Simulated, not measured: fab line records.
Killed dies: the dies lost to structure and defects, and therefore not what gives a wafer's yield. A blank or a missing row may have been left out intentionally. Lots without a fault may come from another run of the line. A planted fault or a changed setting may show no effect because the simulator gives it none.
Matching of chambers	flow n5 finfet	pecvd-01 running N5_BEOL_M13_DEP_53: 3 sister chambers
The step deposits SiCN from 3MS/NH3, target thk 50 nm, time 17.8 s. 3 wafers are shown with their chamber, then 8 later ones without.

== WAFERS PAIRED WITH THEIR CHAMBERS ==
wafer	chamber	showerhead plenum p Torr (Torr)
L079.5	2	4.186
L083.5	1	4.165
L085.1	0	4.163

== WAFERS MISSING THEIR CHAMBER ==
wafer	showerhead plenum p Torr (Torr)
L085.3	4.184
L085.5	4.166
L088.1	4.151
L088.4	4.153
L088.5	4.186
L093.3	4.148
L093.5	4.175
L093.6	4.156

== EACH ONE'S CHAMBER ==
wafer	from the rows above	in truth
L085.3	can't be placed: 2 or 1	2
L085.5	can't be placed: 1 or 0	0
L088.1	can't be placed: 0 or 1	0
L088.4	can't be placed: 0 or 1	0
L088.5	2	2
L093.3	can't be placed: 0 or 1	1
L093.5	can't be placed: 1 or 2 or 0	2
L093.6	can't be placed: 0 or 1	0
Correct placement for 1 of the 8. Cannot be placed on the basis of these rows: 7; the candidates contain the true chamber in 7. Wrongly placed: 0.
How it was worked out, from the rows above alone: a wafer's distance from a chamber is the root of the sum, over the readings, of the square of ((its reading less the chamber's mean) divided by the reading's scatter). If the next closest chamber is less than 2 further off than the closest, the wafer can't be placed; otherwise it belongs to the closest. For every chamber, the mean is computed from those of its wafers that are shown. The scatter: root of mean squared gap, hidden wafer to nearest shown wafer, with one shown wafer a chamber.
